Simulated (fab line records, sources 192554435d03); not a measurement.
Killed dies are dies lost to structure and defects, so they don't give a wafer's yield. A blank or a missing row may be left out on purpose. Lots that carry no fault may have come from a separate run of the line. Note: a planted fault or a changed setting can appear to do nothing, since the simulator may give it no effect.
What tool caused it?    flow n5 finfet    Sampling: 10 lots, 28 wafers, 5 of 1938 route steps

== WHAT EACH GAUGE READ, for each wafer ==
N5_BEOL_M1_OVL_MEAS_29. Usual: V0_OVL 0.2 nm, standard deviation 0.62.
lot   measured      on          V0_OVL (nm)     flag
L947  day 6 06:00   overlay-02  0.9 -0.6        
L949  day 6 12:19   overlay-02  -0.3 -0.4 -0.2  
L953  day 7 11:08   overlay-01  1.5 -0.1 -0.2   
L954  day 7 23:43   overlay-02  0.4 0.3 -0.2    
L955  day 8 00:08   overlay-02  -1.6 -0.5 -1.1  
L960  day 9 17:26   overlay-02  0.0 0.0 -0.4    
L964  day 10 08:31  overlay-02  -0.3 -0.4       
L968  day 11 10:21  overlay-02  0.8 0.2 0.0     
L969  day 11 22:04  overlay-01  1.2 0.9 0.4     
L970  day 12 01:28  overlay-01  0.1 0.0 -0.3    

N5_BEOL_M4_RC_MEAS_101. Usual: DIBL_N 36.2 mV/V, standard deviation 1.7; DIBL_P 36.6 mV/V, standard deviation 1.9; IOFF_N 0.16 nA/um, standard deviation 0.032; IOFF_P 0.21 nA/um, standard deviation 0.037; ION_N 675 uA/um, standard deviation 12; ION_P 460 uA/um, standard deviation 8.1; SS_N 71.4 mV/dec, standard deviation 0.58; SS_P 73.4 mV/dec, standard deviation 0.64; VT_N 249 mV, standard deviation 3.2; VT_P -252 mV, standard deviation 3.4.
lot   measured      on         DIBL_N (mV/V)   DIBL_P (mV/V)   IOFF_N (nA/um)  IOFF_P (nA/um)  ION_N (uA/um)  ION_P (uA/um)  SS_N (mV/dec)   SS_P (mV/dec)   VT_N (mV)    VT_P (mV)       flag
L947  day 7 22:44   prober-02  39.2 36.3       38.4 35.2       0.20 0.15       0.22 0.18       673 674        452 459        72.1 70.1       73.8 73.3       246 248      -252 -252       
L949  day 8 10:26   prober-01  38.3 40.0 36.8  38.3 40.5 37.0  0.19 0.24 0.18  0.26 0.31 0.24  684 685 685    460 469 466    71.3 72.7 71.6  74.0 74.1 73.1  246 244 247  -247 -242 -246  
L953  day 9 08:15   prober-02  35.1 34.4 36.1  35.8 34.5 37.2  0.15 0.14 0.18  0.20 0.19 0.23  688 674 681    470 460 468    71.5 71.0 71.5  73.1 72.3 73.6  249 246 246  -250 -252 -248  
L954  day 9 11:34   prober-02  36.8 35.1 36.4  38.0 37.1 37.7  0.17 0.14 0.16  0.21 0.18 0.20  669 669 672    454 451 450    72.3 71.1 71.1  73.7 72.7 73.2  248 251 246  -254 -251 -253  
L955  day 9 11:06   prober-01  39.4 39.1 38.0  39.6 39.7 38.2  0.27 0.25 0.23  0.30 0.30 0.27  700 697 697    471 473 471    72.8 71.7 71.8  74.4 74.9 73.8  242 241 242  -245 -244 -250  
L960  day 11 05:08  prober-02  36.2 33.7 36.9  37.0 33.3 37.8  0.16 0.12 0.18  0.20 0.15 0.22  672 665 673    453 450 460    71.1 71.1 71.8  73.1 72.2 73.6  247 252 248  -253 -254 -251  
L964  day 12 00:14  prober-02  35.6 34.8       35.9 34.4       0.15 0.13       0.17 0.16       657 667        450 454        71.7 71.3       73.1 72.4       248 251      -254 -255       
L968  day 13 02:18  prober-02  36.0 37.7 37.8  35.2 37.2 37.0  0.16 0.18 0.19  0.22 0.24 0.25  677 697 692    469 471 472    70.8 71.9 71.6  73.1 73.8 73.7  249 247 248  -249 -246 -247  
L969  day 13 07:38  prober-01  38.3 37.1 36.5  39.7 37.1 36.0  0.20 0.18 0.17  0.26 0.22 0.21  692 682 682    470 466 466    71.9 71.8 71.2  74.3 74.0 73.5  247 248 248  -247 -251 -250  
L970  day 13 08:45  prober-02  37.0 35.7 37.2  35.9 34.2 37.3  0.16 0.13 0.17  0.21 0.19 0.23  680 666 684    465 460 469    71.2 69.8 71.0  72.9 72.2 73.9  249 254 249  -253 -250 -247  

== WHAT TOOL EACH LOT RAN ON (gives the tool, then ch and the chambers of the sampled wafers, and finally the start) ==
lot   N5_BEOL_M1_STRIP_66                 N5_BEOL_M1_ALD_98                 N5_BEOL_M1_ETCHBACK_99
L947  rie diel-03 ch 0,1, day 6 05:19     ald sin-01 ch 0,1, day 6 06:14    rie diel-02 ch 0,3, day 6 10:21
L949  rie diel-02 ch 0,1,2, day 6 11:44   ald sin-04 ch 0,2,3, day 6 12:32  rie diel-02 ch 0,1,3, day 6 16:08
L953  rie diel-02 ch 0,1,2, day 7 10:25   ald sin-02 ch 0,1,2, day 7 11:44  rie diel-01 ch 0,2,3, day 7 12:27
L954  rie diel-02 ch 0,1,2, day 7 22:53   ald sin-02 ch 1,2,3, day 8 00:04  rie diel-03 ch 0,1,2, day 8 02:30
L955  rie diel-01 ch 1,2,3, day 7 23:26   ald sin-02 ch 0,2,3, day 8 00:23  rie diel-02 ch 0,2,3, day 8 05:33
L960  rie diel-02 ch 0,2,3, day 9 16:49   ald sin-02 ch 1,2, day 9 17:40    rie diel-02 ch 0,2,3, day 9 21:13
L964  rie diel-02 ch 2,3, day 10 07:47    ald sin-02 ch 0,3, day 10 09:05   rie diel-02 ch 2,3, day 10 09:11
L968  rie diel-01 ch 0,1, day 11 09:31    ald sin-04 ch 1,2, day 11 10:35   rie diel-01 ch 1,2, day 11 19:16
L969  rie diel-03 ch 0,3, day 11 21:20    ald sin-04 ch 0,3, day 11 22:16   rie diel-01 ch 1,2,3, day 11 22:44
L970  rie diel-03 ch 0,1,2, day 12 00:37  ald sin-01 ch 0,2, day 12 01:41   rie diel-03 ch 0,2,3, day 12 02:33
- N5_BEOL_M1_STRIP_66: strips in CF4.
- N5_BEOL_M1_ALD_98: deposits SiO2, target thk 2.5 nm, pulse time 1 s, co reactant pulse time 1 s.
- N5_BEOL_M1_ETCHBACK_99: etches SiO2 in CHF3, target depth 5 nm, time 10.4 s.

== WHAT THE TOOLS THEMSELVES READ (means of the sampled wafers that have a number; where no wafer has one, the mark that the record gives instead) ==
N5_BEOL_M1_STRIP_66. Usual: drypump motor current A 5.9 A, standard deviation 0.47; oes product au 0.76 a.u., standard deviation 0.076; rf vpp V 271.8 V, standard deviation 1.3; showerhead plenum p Torr 1.83 Torr, standard deviation 0.049; throttle valve pct 13.55 %, standard deviation 0.19.
lot   tool         drypump motor current A (A)  oes product au (a.u.)  rf vpp V (V)  showerhead plenum p Torr (Torr)  throttle valve pct (%)  flag
L947  rie diel-03  6.4                          0.76                   272.8         1.85                             13.64                   
L949  rie diel-02  5.8                          0.73                   270.6         1.80                             13.54                   
L953  rie diel-02  5.7                          0.73                   271.3         1.80                             13.56                   
L954  rie diel-02  5.8                          0.72                   271.0         1.79                             13.56                   
L955  rie diel-01  6.0                          0.77                   271.8         1.85                             13.49                   
L960  rie diel-02  5.7                          0.78                   271.5         1.83                             13.53                   
L964  rie diel-02  6.0                          0.81                   272.0         1.83                             13.47                   
L968  rie diel-01  5.9                          0.84                   273.2         1.88                             13.53                   
L969  rie diel-03  6.5                          0.72                   272.0         1.82                             13.69                   
L970  rie diel-03  5.9                          0.76                   270.6         1.81                             13.62                   

N5_BEOL_M1_ALD_98. Usual: heater power w 80 W, standard deviation 7.3; precursor pulse height rel 1.002, standard deviation 0.019.
lot   tool        heater power w (W)  precursor pulse height rel  flag
L947  ald sin-01  82                  1.002                       
L949  ald sin-04  79                  0.999                       
L953  ald sin-02  86                  1.018                       
L954  ald sin-02  78                  0.981                       
L955  ald sin-02  84                  0.985                       
L960  ald sin-02  80                  1.020                       
L964  ald sin-02  88                  0.986                       
L968  ald sin-04  71                  1.006                       
L969  ald sin-04  80                  1.000                       
L970  ald sin-01  75                  1.001                       

N5_BEOL_M1_ETCHBACK_99. Usual: drypump motor current A 5.8 A, standard deviation 0.51; oes product au 0.77 a.u., standard deviation 0.084; rf vpp V 239 V, standard deviation 6; showerhead plenum p Torr 2.19 Torr, standard deviation 0.059; throttle valve pct 17.04 %, standard deviation 0.18.
lot   tool         drypump motor current A (A)  oes product au (a.u.)  rf vpp V (V)  showerhead plenum p Torr (Torr)  throttle valve pct (%)  flag
L947  rie diel-02  5.3                          0.71                   236           2.13                             17.14                   
L949  rie diel-02  5.5                          0.73                   237           2.14                             17.02                   
L953  rie diel-01  5.9                          0.80                   245           2.19                             16.94                   
L954  rie diel-03  5.9                          0.80                   238           2.19                             17.12                   
L955  rie diel-02  5.7                          0.81                   233           2.22                             17.06                   
L960  rie diel-02  5.7                          0.78                   234           2.21                             17.07                   
L964  rie diel-02  6.0                          0.96                   232           2.21                             17.02                   
L968  rie diel-01  5.8                          0.79                   249           2.25                             16.91                   
L969  rie diel-01  6.0                          0.75                   247           2.20                             16.96                   
L970  rie diel-03  5.8                          0.76                   241           2.16                             17.12                   

== THE ANSWER, worked out from the rows above alone ==
Rule: a lot is off if the mean of its wafers that have a number lies more than 3 standard deviations from the usual mean. A lot without any number at a reading at which 4 lots or more have one is off too. All remaining lots with rows at the step are treated as sound. After the gauges, taken in route order, come the tools' own readings; for these a lot's mean is taken, as printed above. At the first step where some lot is off, the reading lying furthest off is the one used; lots without a number count as furthest.
Nothing can be told from this: no lot is off at any reading shown.

== WHAT HAD BEEN PUT IN BY THE SIMULATOR ==
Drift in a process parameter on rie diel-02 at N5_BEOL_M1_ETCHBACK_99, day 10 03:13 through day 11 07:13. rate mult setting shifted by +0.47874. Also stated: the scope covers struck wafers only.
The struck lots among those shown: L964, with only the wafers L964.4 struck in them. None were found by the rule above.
